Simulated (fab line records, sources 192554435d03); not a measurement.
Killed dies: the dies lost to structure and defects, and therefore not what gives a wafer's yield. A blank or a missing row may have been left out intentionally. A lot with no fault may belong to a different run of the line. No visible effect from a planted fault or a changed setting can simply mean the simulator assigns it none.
The tool behind it: which one? ; flow n5_finfet ; 6 lots, 17 wafers sampled, at 2 steps of a route of 1938

== WHAT THE GAUGES SHOWED, per wafer ==
N5_MIM_BOT_LITHO_OVL_MEAS_11.
lot;measured;on;MIM_BOT_OVL (nm)
L917;day 13 03:35;overlay-02;-2 -5 -7
L921;day 13 22:41;overlay-01;4 -2
L925;day 15 08:21;overlay-01;4 -2 -3
L931;day 17 08:02;overlay-01;2 5 9
L935;day 18 12:33;overlay-02;-3 -8 -4
L936;day 19 01:48;overlay-01;-8 -9 -3

== EACH LOT AND THE TOOL THAT RAN IT (in order: tool; ch and the chambers of the sampled wafers; start) ==
lot;N5_BEOL_M6_PRE_CLEAN_45
L917;pvd_sputter-03, day 10 00:16
L921;pvd_sputter-02, day 10 16:58
L925;pvd_sputter-03, day 12 04:44
L931;pvd_sputter-02, day 13 16:44
L935;pvd_sputter-01, day 14 18:22
L936;pvd_sputter-01, day 15 06:37
- N5_BEOL_M6_PRE_CLEAN_45: time 30 s.

== THE ANSWER, worked out from the rows above alone ==
Rule: the lots themselves supply what counts as usual. The widest of any qualifying gaps counts: lots, ordered by their means at a reading, are off when they make up no more than a third of the lots, leave a main group of 4 or more, and stand apart from it by 3 or more times the standard deviation of that group's means. If all means in a main group match to the digits the tables above print for the reading, that group is not used. A lot without any number at a reading at which 4 lots or more have one is off too. Any other lot the step has rows for is counted as sound.
None of the lots is off at any reading shown; this tells nothing.

== WHAT WAS PUT IN BY THE SIMULATOR ==
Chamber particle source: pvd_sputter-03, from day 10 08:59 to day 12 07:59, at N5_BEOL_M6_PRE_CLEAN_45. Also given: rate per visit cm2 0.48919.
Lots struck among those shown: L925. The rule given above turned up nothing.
